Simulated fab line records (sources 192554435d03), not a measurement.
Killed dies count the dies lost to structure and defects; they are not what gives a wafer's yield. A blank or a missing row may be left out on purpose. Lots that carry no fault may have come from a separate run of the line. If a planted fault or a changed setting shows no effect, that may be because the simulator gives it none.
Split-lot study ; flow n5 finfet ; 39 wafers read across 7 lots, on a route 1938 steps long

== THE SPLIT ITSELF ==
At N5_SDB_ALD_29 (deposits SiNx, target thk 30 nm, pulse time 1 s, ald cycles 600), the setting ald cycles was moved away from the recipe's 600 on 9 of the 39 wafers read, by -31.2% to +53.3%. This setting was run at the recipe's value on the other wafers.

The reading comes from the split's own step.

== THE READING ==
SiNx_of_SDB_ALD_29.thk nm (the simulator's own value, which no gauge read), in nm, at N5_SDB_ALD_29 (deposits SiNx, target thk 30 nm, pulse time 1 s, ald cycles 600). The file gives no usual value for it. Average 29.9 nm, standard deviation 0.13 nm, over the 30 wafers here run with the recipe.

wafer;tool, chamber at the split;ald cycles as run;against the recipe;SiNx_of_SDB_ALD_29.thk nm, nm;against lot-mates on the recipe
L077.1;ald sin-03, 3,1;920;+53.3%;46;+16.0
L077.4;ald sin-03, 3,1;920;+53.3%;46;+16.0
L077.2;ald sin-03, 0;600;recipe;29.8;-
L077.3;ald sin-03, 2;600;recipe;30.2;-
L077.5;ald sin-03, 2;600;recipe;30;-
L077.6;ald sin-03, 1;920;+53.3%;45.8;+15.8
L088.1;ald sin-01, 2,3;600;recipe;29.8;-
L088.3;ald sin-01, 2,3;600;recipe;29.8;-
L088.2;ald sin-01, 0,3;413;-31.2%;20.6;-9.3
L088.6;ald sin-01, 0,3;413;-31.2%;20.6;-9.3
L088.4;ald sin-01, 1;600;recipe;30.2;-
L088.5;ald sin-01, 0;413;-31.2%;20.8;-9.1
L089.1;ald sin-02, 3,0,2,0,1;600;recipe;30;-
L089.3;ald sin-02, 3,0,2,0,1;600;recipe;30;-
L089.4;ald sin-02, 3,0,2,0,1;600;recipe;30;-
L089.5;ald sin-02, 3,0,2,0,1;600;recipe;30;-
L089.6;ald sin-02, 3,0,2,0,1;600;recipe;30;-
L089.2;ald sin-02, 1;600;recipe;29.8;-
L090.1;ald sin-03, 2,3,2,3;600;recipe;30;-
L090.2;ald sin-03, 2,3,2,3;600;recipe;30;-
L090.5;ald sin-03, 2,3,2,3;600;recipe;30;-
L090.6;ald sin-03, 2,3,2,3;600;recipe;30;-
L090.3;ald sin-03, 0,1;600;recipe;29.8;-
L090.4;ald sin-03, 0,1;600;recipe;29.8;-
L092.1;ald sin-03, 3;791;+31.8%;39.6;+9.7
L092.2;ald sin-03, 1;791;+31.8%;39.2;+9.3
L092.5;ald sin-03, 1;791;+31.8%;39.2;+9.3
L092.3;ald sin-03, 0;600;recipe;29.8;-
L092.4;ald sin-03, 2;600;recipe;30;-
L092.6;ald sin-03, 2;600;recipe;30;-
L093.1;ald sin-02, 1,2,3,1;600;recipe;29.8;-
L093.2;ald sin-02, 1,2,3,1;600;recipe;29.8;-
L093.3;ald sin-02, 1,2,3,1;600;recipe;29.8;-
L093.5;ald sin-02, 1,2,3,1;600;recipe;29.8;-
L093.4;ald sin-02, 0;600;recipe;30;-
L093.6;ald sin-02, 0;600;recipe;30;-
L096.3;ald sin-03, 2,0;600;recipe;30;-
L096.4;ald sin-03, 2,0;600;recipe;30;-
L096.6;ald sin-03, 3;600;recipe;30.2;-
The file does not say which wafer passed through which chamber wherever a row lists several chambers: such a row stands for several wafers.

THE FIT
A straight line over all 39 wafers: SiNx_of_SDB_ALD_29.thk nm changes by +0.298 nm for each +1% of ald cycles; r = +1.00; the points scatter about the line by 0.14 nm.
The same after taking each lot's own level away (the mean of its wafers on the recipe; 39 wafers): +0.298 nm for each +1%; r = +1.00; scatter 0.12 nm.
The reading moves by 16 nm for the largest change in ald cycles, on that fit.
The span of the lots' own levels, 29.87 to 30.07 nm, comes to 1.6 times the standard deviation stated above.
Hence the lot-to-lot level has little effect on the slope; both slopes agree.
Check: with one of the wafers moved furthest among these (+53.3%) left out of the fit, the line predicts +15.8 nm for it against its lot-mates. It came out at +16 nm against them.

== ADDITIONAL SPLITS CARRIED BY THESE WAFERS ==
Before the reading, these wafers also passed through other splits. Each is held against what the fit with the lots' levels taken away leaves over:
other split on the same wafers;wafers away from the commonest value;r with SiNx_of_SDB_ALD_29.thk nm (lot level and that fit taken away)
N5_ZERO_LAYER_PECVD_02 time s;12;+0.05
N5_DUMMY_GATE_CVD_03 time s;24;-0.04

== THE FILE'S OWN FIT ==
SiNx_of_SDB_ALD_29.thk nm changes by +0.298 nm for each +1% of ald cycles, r = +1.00.
